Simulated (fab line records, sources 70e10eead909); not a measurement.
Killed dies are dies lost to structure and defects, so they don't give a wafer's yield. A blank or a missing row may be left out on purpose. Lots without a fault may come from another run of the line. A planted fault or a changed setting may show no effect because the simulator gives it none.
Which tool did it? | flow nand_harc | 14 lots, 42 wafers sampled, at 8 steps of a route of 1302

WHAT THE GAUGES READ, wafer by wafer
NHARC_A_DECK1_JOINT_INSPECT_05. Usual: raw_defect_count 339, standard deviation 120.
lot  | measured     | on                | raw_defect_count | flag
L278 | day 12 19:53 | defect_inspect-01 | 336 321 332      |
L279 | day 12 19:53 | defect_inspect-02 | 303 281 254      |
L281 | day 13 17:02 | defect_inspect-01 | 261 285 224      |
L280 | day 13 17:02 | defect_inspect-02 | 426 313 288      |
L282 | day 14 12:59 | defect_inspect-02 | 351 336 442      |
L283 | day 14 18:28 | defect_inspect-01 | 379 516 297      |
L285 | day 16 00:38 | defect_inspect-02 | 292 300 397      |
L287 | day 17 04:02 | defect_inspect-01 | 445 528 453      |
L295 | day 19 13:29 | defect_inspect-01 | 173 324 295      |
L294 | day 19 13:32 | defect_inspect-02 | 281 300 185      |
L296 | day 20 18:05 | defect_inspect-02 | 219 200 219      |
L298 | day 21 09:05 | defect_inspect-02 | 309 169 254      |
L300 | day 21 22:46 | defect_inspect-01 | 233 303 245      |
L299 | day 21 22:46 | defect_inspect-02 | 237 353 308      |

NHARC_A_CHANNEL_HOLE_D2_CD_MEAS_10: target cd 100 nm. Usual: cd_nm 100.0 nm, standard deviation 0.54.
lot  | measured     | on        | cd_nm (nm)                          | flag
L278 | day 13 13:34 | cd_sem-02 | 99.8 99.6 99.4                      |
L279 | day 13 13:47 | cd_sem-01 | 99.4 100.2 100.1                    |
L281 | day 14 09:33 | cd_sem-01 | 100.7 100.6 100.6                   |
L280 | day 14 10:56 | cd_sem-01 | 99.9 100.9 100.1                    |
L282 | day 15 07:47 | cd_sem-03 | 99.4 99.0 99.6                      |
L283 | day 15 10:50 | cd_sem-01 | 100.3 99.7 100.2                    |
L285 | day 17 06:43 | cd_sem-03 | 109.9 109.9 109.8 110.1 110.0 110.0 | OFF
L287 | day 17 21:52 | cd_sem-02 | 109.8 109.8 109.5 109.6 109.9 109.5 | OFF
L295 | day 20 05:34 | cd_sem-02 | 99.6 98.9 98.8                      |
L294 | day 20 06:01 | cd_sem-02 | 100.0 99.7 100.1                    |
L296 | day 21 10:16 | cd_sem-01 | 99.8 99.3 99.5                      |
L298 | day 22 02:08 | cd_sem-01 | 100.1 100.4 100.8                   |
L300 | day 22 15:02 | cd_sem-03 | 100.2 99.6 100.2                    |
L299 | day 22 16:25 | cd_sem-01 | 100.2 100.5 100.7                   |

NHARC_A_CHANNEL_HOLE_D2_CD_MEAS_31. Usual: cd_nm 89.9 nm, standard deviation 1.3.
lot  | measured     | on        | cd_nm (nm)                        | flag
L278 | day 13 20:27 | cd_sem-03 | 89.8 89.1 88.6                    |
L279 | day 13 22:41 | cd_sem-03 | 88.3 88.3 89.1                    |
L281 | day 14 18:18 | cd_sem-03 | 91.1 90.4 90.2                    |
L280 | day 14 18:43 | cd_sem-02 | 91.1 90.5 89.8                    |
L282 | day 15 17:16 | cd_sem-01 | 87.7 87.8 89.4                    |
L283 | day 15 18:04 | cd_sem-03 | 89.0 90.4 89.7                    |
L285 | day 18 08:34 | cd_sem-03 | 99.8 99.6 99.9 99.6 99.1 99.6     | OFF
L287 | day 18 20:22 | cd_sem-03 | 99.1 100.5 100.4 98.5 100.2 100.6 | OFF
L295 | day 20 14:46 | cd_sem-01 | 90.3 88.4 88.6                    |
L294 | day 20 16:26 | cd_sem-02 | 87.8 90.6 91.4                    |
L296 | day 21 17:18 | cd_sem-01 | 90.3 88.5 90.3                    |
L298 | day 22 12:23 | cd_sem-01 | 92.4 92.7 91.6                    |
L300 | day 22 22:05 | cd_sem-02 | 89.4 88.7 87.8                    |
L299 | day 22 23:27 | cd_sem-02 | 91.2 92.0 92.0                    |

NHARC_END_WLT_00. Usual: VT_DECK1_BOTTOM 0.873, standard deviation 0.0067; VT_DECK1_BOTTOM_INNER 0.873, standard deviation 0.0064; VT_DECK1_MEDIAN_NEAR_BOTTOM 0.874, standard deviation 0.0067; VT_DECK1_MEDIAN_NEAR_BOTTOM_INNER 0.873, standard deviation 0.007; VT_DECK1_MIDDLE 0.885, standard deviation 0.0061; VT_DECK1_MIDDLE_INNER 0.885, standard deviation 0.0057; VT_DECK1_TOP 0.896, standard deviation 0.0065; VT_DECK1_TOP_INNER 0.896, standard deviation 0.006; VT_DECK2_BOTTOM 0.870, standard deviation 0.0069; VT_DECK2_BOTTOM_INNER 0.870, standard deviation 0.0064; VT_DECK2_MEDIAN_NEAR_BOTTOM 0.871, standard deviation 0.0068; VT_DECK2_MEDIAN_NEAR_BOTTOM_INNER 0.871, standard deviation 0.0066; VT_DECK2_MIDDLE 0.883, standard deviation 0.0064; VT_DECK2_MIDDLE_INNER 0.883, standard deviation 0.0057; VT_DECK2_TOP 0.895, standard deviation 0.0058; VT_DECK2_TOP_INNER 0.895, standard deviation 0.006.
lot  | measured     | on        | VT_DECK1_BOTTOM   | VT_DECK1_BOTTOM_INNER | VT_DECK1_MEDIAN_NEAR_BOTTOM | VT_DECK1_MEDIAN_NEAR_BOTTOM_INNER | VT_DECK1_MIDDLE   | VT_DECK1_MIDDLE_INNER | VT_DECK1_TOP      | VT_DECK1_TOP_INNER | VT_DECK2_BOTTOM   | VT_DECK2_BOTTOM_INNER | VT_DECK2_MEDIAN_NEAR_BOTTOM | VT_DECK2_MEDIAN_NEAR_BOTTOM_INNER | VT_DECK2_MIDDLE   | VT_DECK2_MIDDLE_INNER | VT_DECK2_TOP      | VT_DECK2_TOP_INNER | flag
L278 | day 25 00:07 | prober-01 | 0.887 0.877 0.872 | 0.881 0.877 0.871     | 0.875 0.878 0.874           | 0.871 0.878 0.875                 | 0.884 0.884 0.881 | 0.883 0.892 0.886     | 0.897 0.897 0.891 | 0.898 0.894 0.895  | 0.860 0.867 0.871 | 0.873 0.874 0.861     | 0.875 0.867 0.861           | 0.878 0.873 0.868                 | 0.884 0.875 0.879 | 0.874 0.880 0.879     | 0.895 0.895 0.894 | 0.895 0.892 0.903  |
L279 | day 24 16:22 | prober-01 | 0.871 0.883 0.867 | 0.873 0.878 0.867     | 0.879 0.881 0.882           | 0.876 0.877 0.874                 | 0.880 0.891 0.883 | 0.884 0.888 0.890     | 0.900 0.903 0.904 | 0.898 0.896 0.898  | 0.861 0.869 0.870 | 0.870 0.865 0.869     | 0.870 0.870 0.874           | 0.867 0.872 0.862                 | 0.886 0.888 0.884 | 0.879 0.881 0.891     | 0.906 0.894 0.894 | 0.897 0.903 0.891  |
L281 | day 25 23:47 | prober-01 | 0.889 0.883 0.881 | 0.876 0.886 0.872     | 0.889 0.888 0.884           | 0.874 0.893 0.877                 | 0.892 0.898 0.891 | 0.896 0.893 0.893     | 0.902 0.914 0.902 | 0.904 0.913 0.898  | 0.861 0.874 0.868 | 0.868 0.870 0.872     | 0.876 0.879 0.863           | 0.869 0.878 0.862                 | 0.883 0.882 0.883 | 0.876 0.884 0.877     | 0.886 0.893 0.892 | 0.899 0.892 0.895  |
L280 | day 25 11:58 | prober-02 | 0.878 0.880 0.867 | 0.873 0.868 0.872     | 0.876 0.877 0.882           | 0.871 0.879 0.876                 | 0.886 0.883 0.878 | 0.882 0.888 0.882     | 0.887 0.899 0.896 | 0.894 0.893 0.891  | 0.876 0.875 0.871 | 0.870 0.872 0.875     | 0.879 0.870 0.870           | 0.879 0.874 0.875                 | 0.895 0.887 0.885 | 0.880 0.889 0.876     | 0.897 0.899 0.901 | 0.911 0.897 0.891  |
L282 | day 26 16:05 | prober-01 | 0.876 0.875 0.874 | 0.876 0.875 0.875     | 0.873 0.879 0.879           | 0.869 0.872 0.875                 | 0.884 0.881 0.887 | 0.885 0.884 0.881     | 0.893 0.898 0.893 | 0.894 0.894 0.895  | 0.861 0.860 0.871 | 0.859 0.865 0.864     | 0.870 0.866 0.866           | 0.865 0.866 0.866                 | 0.884 0.880 0.870 | 0.876 0.877 0.882     | 0.895 0.885 0.891 | 0.893 0.882 0.893  |
L283 | day 26 17:35 | prober-02 | 0.874 0.875 0.874 | 0.876 0.880 0.874     | 0.871 0.877 0.875           | 0.873 0.874 0.872                 | 0.890 0.897 0.888 | 0.894 0.888 0.894     | 0.906 0.908 0.906 | 0.903 0.900 0.905  | 0.863 0.861 0.866 | 0.859 0.872 0.864     | 0.865 0.865 0.868           | 0.868 0.879 0.862                 | 0.879 0.877 0.881 | 0.873 0.884 0.887     | 0.888 0.886 0.889 | 0.888 0.892 0.899  |
L285 | day 30 22:37 | prober-02 | 0.863 0.860 0.861 | 0.856 0.862 0.865     | 0.867 0.855 0.865           | 0.858 0.850 0.860                 | 0.872 0.871 0.882 | 0.871 0.866 0.874     | 0.881 0.880 0.888 | 0.885 0.885 0.891  | 0.902 0.904 0.902 | 0.912 0.902 0.904     | 0.906 0.907 0.907           | 0.902 0.903 0.902                 | 0.909 0.915 0.927 | 0.916 0.913 0.919     | 0.921 0.920 0.928 | 0.926 0.925 0.925  | OFF
L287 | day 31 02:38 | prober-02 | 0.873 0.871 0.880 | 0.882 0.877 0.869     | 0.874 0.868 0.877           | 0.879 0.875 0.872                 | 0.887 0.883 0.882 | 0.884 0.884 0.881     | 0.898 0.897 0.901 | 0.893 0.897 0.892  | 0.898 0.906 0.910 | 0.902 0.904 0.905     | 0.910 0.903 0.900           | 0.899 0.908 0.903                 | 0.909 0.913 0.917 | 0.914 0.917 0.920     | 0.927 0.924 0.919 | 0.926 0.921 0.930  | OFF
L295 | day 31 22:26 | prober-02 | 0.864 0.874 0.871 | 0.874 0.887 0.865     | 0.881 0.865 0.876           | 0.876 0.871 0.877                 | 0.890 0.881 0.887 | 0.879 0.884 0.879     | 0.901 0.902 0.894 | 0.900 0.898 0.898  | 0.872 0.863 0.862 | 0.873 0.870 0.868     | 0.874 0.858 0.864           | 0.866 0.861 0.866                 | 0.881 0.878 0.876 | 0.888 0.877 0.884     | 0.895 0.885 0.887 | 0.897 0.896 0.900  |
L294 | day 31 23:26 | prober-01 | 0.873 0.881 0.872 | 0.867 0.881 0.873     | 0.874 0.876 0.877           | 0.871 0.885 0.874                 | 0.888 0.886 0.888 | 0.881 0.877 0.888     | 0.891 0.893 0.900 | 0.892 0.892 0.891  | 0.873 0.872 0.873 | 0.874 0.878 0.875     | 0.870 0.867 0.879           | 0.872 0.883 0.881                 | 0.879 0.891 0.898 | 0.887 0.889 0.889     | 0.902 0.892 0.896 | 0.896 0.892 0.899  |
L296 | day 32 07:49 | prober-02 | 0.869 0.871 0.874 | 0.881 0.872 0.870     | 0.880 0.873 0.873           | 0.881 0.874 0.865                 | 0.897 0.878 0.886 | 0.885 0.886 0.881     | 0.899 0.888 0.897 | 0.898 0.888 0.894  | 0.872 0.863 0.876 | 0.865 0.865 0.877     | 0.863 0.867 0.869           | 0.869 0.870 0.871                 | 0.881 0.873 0.880 | 0.883 0.878 0.881     | 0.890 0.888 0.887 | 0.893 0.889 0.891  |
L298 | day 33 00:29 | prober-01 | 0.874 0.883 0.872 | 0.877 0.878 0.883     | 0.879 0.878 0.881           | 0.878 0.877 0.872                 | 0.892 0.886 0.886 | 0.890 0.896 0.889     | 0.900 0.902 0.899 | 0.898 0.900 0.905  | 0.876 0.871 0.869 | 0.870 0.870 0.872     | 0.876 0.873 0.864           | 0.867 0.885 0.872                 | 0.873 0.878 0.876 | 0.877 0.884 0.886     | 0.894 0.889 0.891 | 0.894 0.892 0.887  |
L300 | day 33 15:44 | prober-02 | 0.867 0.872 0.875 | 0.873 0.869 0.862     | 0.880 0.871 0.867           | 0.876 0.864 0.864                 | 0.883 0.885 0.884 | 0.880 0.880 0.882     | 0.902 0.897 0.893 | 0.895 0.892 0.894  | 0.873 0.864 0.866 | 0.872 0.865 0.860     | 0.863 0.868 0.865           | 0.858 0.869 0.866                 | 0.880 0.882 0.877 | 0.884 0.872 0.882     | 0.896 0.890 0.894 | 0.891 0.891 0.893  |
L299 | day 33 15:43 | prober-01 | 0.868 0.872 0.871 | 0.866 0.863 0.870     | 0.868 0.871 0.870           | 0.866 0.869 0.876                 | 0.873 0.880 0.880 | 0.882 0.884 0.879     | 0.889 0.886 0.883 | 0.890 0.890 0.888  | 0.877 0.886 0.889 | 0.875 0.876 0.886     | 0.884 0.882 0.888           | 0.880 0.882 0.881                 | 0.892 0.894 0.888 | 0.887 0.897 0.894     | 0.904 0.901 0.906 | 0.898 0.909 0.916  |

WHICH TOOL RAN EACH LOT (tool, then ch and the chambers of the sampled wafers, then the start)
lot  | NHARC_A_DECK1_JOINT_DEP_16      | NHARC_A_CHANNEL_HOLE_D2_PEB_08    | NHARC_A_CHANNEL_HOLE_D2_ETCH_20  | NHARC_A_CHANNEL_HOLE_D2_XSEM_32
L278 | pecvd-03 ch 1,2, day 12 19:34   | litho_track-01 ch 0, day 13 13:29 | har_etch-02 ch 0,1, day 13 15:06 | xsem-02 ch 0, day 13 20:32
L279 | pecvd-02 ch 0,1, day 12 19:35   | litho_track-06 ch 0, day 13 13:42 | har_etch-01 ch 0, day 13 17:20   | xsem-01 ch 0, day 13 22:46
L281 | pecvd-04 ch 0,1,2, day 13 16:43 | litho_track-06 ch 0, day 14 09:28 | har_etch-01 ch 0,1, day 14 12:53 | xsem-01 ch 0, day 14 18:23
L280 | pecvd-03 ch 0,2, day 13 16:44   | litho_track-06 ch 0, day 14 10:52 | har_etch-02 ch 0,1, day 14 13:18 | xsem-02 ch 0, day 14 18:48
L282 | pecvd-02 ch 0,1,2, day 14 12:42 | litho_track-01 ch 0, day 15 07:42 | har_etch-02 ch 0,1, day 15 11:54 | xsem-02 ch 0, day 15 17:21
L283 | pecvd-02 ch 0,1,2, day 14 18:14 | litho_track-06 ch 0, day 15 10:44 | har_etch-01 ch 0,1, day 15 12:38 | xsem-01 ch 0, day 15 18:09
L285 | pecvd-02 ch 1,2, day 16 00:21   | litho_track-06 ch 0, day 17 06:38 | har_etch-02 ch 0,1, day 17 18:55 | xsem-01 ch 0, day 18 13:55
L287 | pecvd-04 ch 0,1,2, day 16 16:49 | litho_track-06 ch 0, day 17 21:47 | har_etch-02 ch 0,1, day 18 09:58 | xsem-01 ch 0, day 18 22:43
L295 | pecvd-03 ch 0,2, day 19 13:10   | litho_track-04 ch 0, day 20 05:29 | har_etch-02 ch 0,1, day 20 09:21 | xsem-01 ch 0, day 20 14:50
L294 | pecvd-02 ch 0,1, day 19 13:14   | litho_track-04 ch 0, day 20 05:56 | har_etch-01 ch 0,1, day 20 11:10 | xsem-02 ch 0, day 20 16:32
L296 | pecvd-02 ch 0,1,2, day 20 17:51 | litho_track-04 ch 0, day 21 10:10 | har_etch-02 ch 0,1, day 21 11:50 | xsem-02 ch 0, day 21 17:24
L298 | pecvd-03 ch 0,1,2, day 21 08:47 | litho_track-06 ch 0, day 22 02:03 | har_etch-02 ch 0,1, day 22 06:49 | xsem-02 ch 0, day 22 12:29
L300 | pecvd-02 ch 0,1, day 21 22:27   | litho_track-06 ch 0, day 22 14:57 | har_etch-02 ch 0,1, day 22 16:43 | xsem-02 ch 0, day 22 22:11
L299 | pecvd-03 ch 1,2, day 21 22:29   | litho_track-06 ch 0, day 22 16:20 | har_etch-01 ch 0,1, day 22 17:53 | xsem-01 ch 0, day 22 23:32
- NHARC_A_DECK1_JOINT_DEP_16: deposits SiO2, target thk 45 nm.
- NHARC_A_CHANNEL_HOLE_D2_PEB_08: peb time 65 s.
- NHARC_A_CHANNEL_HOLE_D2_ETCH_20: etches the open film in C4F8/O2/Ar, time 361.9 s, target depth 1600 nm.
- NHARC_A_CHANNEL_HOLE_D2_XSEM_32

WHAT THE TOOLS THEMSELVES READ (means of the sampled wafers that have a number; where no wafer has one, the mark that the record gives instead)
NHARC_A_DECK1_JOINT_DEP_16. Usual: heater_power_outer_w 309 W, standard deviation 56; heater_power_w 557 W, standard deviation 88; susceptor_temp_C 400.04 C, standard deviation 0.24; throttle_valve_pct 15.9 %, standard deviation 0.48.
lot  | tool     | heater_power_outer_w (W) | heater_power_w (W) | susceptor_temp_C (C) | throttle_valve_pct (%) | flag
L278 | pecvd-03 | 247                      | 479                | 400.05               | 16.3                   |
L279 | pecvd-02 | 382                      | 662                | 400.35               | 16.3                   |
L281 | pecvd-04 | 319                      | 597                | 400.14               | 15.8                   |
L280 | pecvd-03 | 333                      | 556                | 400.07               | 15.4                   |
L282 | pecvd-02 | 333                      | 564                | 400.30               | 16.3                   |
L283 | pecvd-02 | 358                      | 600                | 399.98               | 16.4                   |
L285 | pecvd-02 | 276                      | 520                | 400.08               | 16.4                   |
L287 | pecvd-04 | 343                      | 634                | 400.05               | 16.0                   |
L295 | pecvd-03 | 318                      | 556                | 400.16               | 15.4                   |
L294 | pecvd-02 | 331                      | 588                | 399.98               | 16.1                   |
L296 | pecvd-02 | 292                      | 511                | 399.95               | 16.2                   |
L298 | pecvd-03 | 283                      | 510                | 399.97               | 15.9                   |
L300 | pecvd-02 | 331                      | 590                | 399.97               | 16.2                   |
L299 | pecvd-03 | 239                      | 453                | 399.84               | 16.1                   |

NHARC_A_CHANNEL_HOLE_D2_PEB_08. Usual: heater_power_total_W 156.6 W, standard deviation 0.42; plate_temp_C 99.99 C, standard deviation 0.12.
lot  | tool           | heater_power_total_W (W) | plate_temp_C (C) | flag
L278 | litho_track-01 | 156.7                    | 99.92            |
L279 | litho_track-06 | 156.6                    | 99.98            |
L281 | litho_track-06 | 156.8                    | 100.02           |
L280 | litho_track-06 | 156.8                    | 99.87            |
L282 | litho_track-01 | 157.0                    | 100.11           |
L283 | litho_track-06 | 156.7                    | 99.91            |
L285 | litho_track-06 | 164.6                    | 103.64           | OFF
L287 | litho_track-06 | 164.8                    | 103.67           | OFF
L295 | litho_track-04 | 156.7                    | 99.93            |
L294 | litho_track-04 | 156.8                    | 100.12           |
L296 | litho_track-04 | 156.4                    | 100.08           |
L298 | litho_track-06 | 156.8                    | 100.04           |
L300 | litho_track-06 | 156.2                    | 100.02           |
L299 | litho_track-06 | 156.6                    | 100.04           |

NHARC_A_CHANNEL_HOLE_D2_ETCH_20. Usual: drypump_motor_current_A 5.9 A, standard deviation 0.51; showerhead_plenum_p_Torr 3.70 Torr, standard deviation 0.16; throttle_valve_pct 32.154 %, standard deviation 0.0096.
lot  | tool        | drypump_motor_current_A (A) | showerhead_plenum_p_Torr (Torr) | throttle_valve_pct (%) | flag
L278 | har_etch-02 | 5.8                         | 3.51                            | 32.156                 |
L279 | har_etch-01 | 6.5                         | 3.58                            | 32.148                 |
L281 | har_etch-01 | 5.7                         | 3.65                            | 32.161                 |
L280 | har_etch-02 | 5.8                         | 3.50                            | 32.165                 |
L282 | har_etch-02 | 5.8                         | 3.50                            | 32.155                 |
L283 | har_etch-01 | 6.1                         | 3.61                            | 32.152                 |
L285 | har_etch-02 | 6.0                         | 3.93                            | 32.157                 |
L287 | har_etch-02 | 5.8                         | 3.92                            | 32.151                 |
L295 | har_etch-02 | 5.8                         | 3.90                            | 32.147                 |
L294 | har_etch-01 | 5.7                         | 3.61                            | 32.154                 |
L296 | har_etch-02 | 6.0                         | 3.90                            | 32.148                 |
L298 | har_etch-02 | 5.8                         | 3.89                            | 32.160                 |
L300 | har_etch-02 | 6.0                         | 3.89                            | 32.144                 |
L299 | har_etch-01 | 5.7                         | 3.59                            | 32.151                 |

NHARC_A_CHANNEL_HOLE_D2_XSEM_32. Usual: bot_cd_nm 74.4 nm, standard deviation 1.5; bow_nm 8.59 nm, standard deviation 0.29; tilt_deg 0.07 degrees, standard deviation 0.035.
lot  | tool    | bot_cd_nm (nm) | bow_nm (nm) | tilt_deg (degrees) | flag
L278 | xsem-02 | 74.5           | 8.93        | 0.09               |
L279 | xsem-01 | 71.6           | 9.02        | 0.06               |
L281 | xsem-01 | 75.6           | 8.83        | 0.11               |
L280 | xsem-02 | 75.8           | 8.60        | 0.03               |
L282 | xsem-02 | 72.6           | 8.69        | 0.09               |
L283 | xsem-01 | 74.2           | 8.30        | 0.07               |
L285 | xsem-01 | 84.0           | 8.14        | 0.05               | OFF
L287 | xsem-01 | 84.6           | 8.56        | 0.08               | OFF
L295 | xsem-01 | 73.4           | 8.25        | 0.00               |
L294 | xsem-02 | 73.8           | 9.06        | 0.07               |
L296 | xsem-02 | 74.5           | 8.40        | 0.02               |
L298 | xsem-02 | 76.7           | 8.60        | 0.06               |
L300 | xsem-02 | 73.4           | 8.81        | 0.10               |
L299 | xsem-01 | 76.3           | 8.78        | 0.04               |

THE ANSWER, worked out from the rows above alone
Rule: a lot is off if the mean of its wafers that have a number lies more than 3 standard deviations from the usual mean. A lot without any number at a reading at which 4 lots or more have one is off too. The other lots that the step has rows for count as sound. The gauges are gone through in route order, then the tools' own readings, and for those a lot's mean is taken as printed above. The first step at which some lot is off is used, and at that step the reading that is off furthest; a lot without a number counts as furthest.
Off: L285, L287, at NHARC_A_CHANNEL_HOLE_D2_CD_MEAS_10 (cd_nm).
A tool fits if, at a process step before that reading, it ran every lot that is off, and no sound lot after the first of them. The gauges at NHARC_A_CHANNEL_HOLE_D2_CD_MEAS_10 aren't tried: what is off there is off at NHARC_END_WLT_00 too, on other tools, and a gauge's error can't cause that. None of those tried fits.

WHAT THE SIMULATOR HAD PUT IN
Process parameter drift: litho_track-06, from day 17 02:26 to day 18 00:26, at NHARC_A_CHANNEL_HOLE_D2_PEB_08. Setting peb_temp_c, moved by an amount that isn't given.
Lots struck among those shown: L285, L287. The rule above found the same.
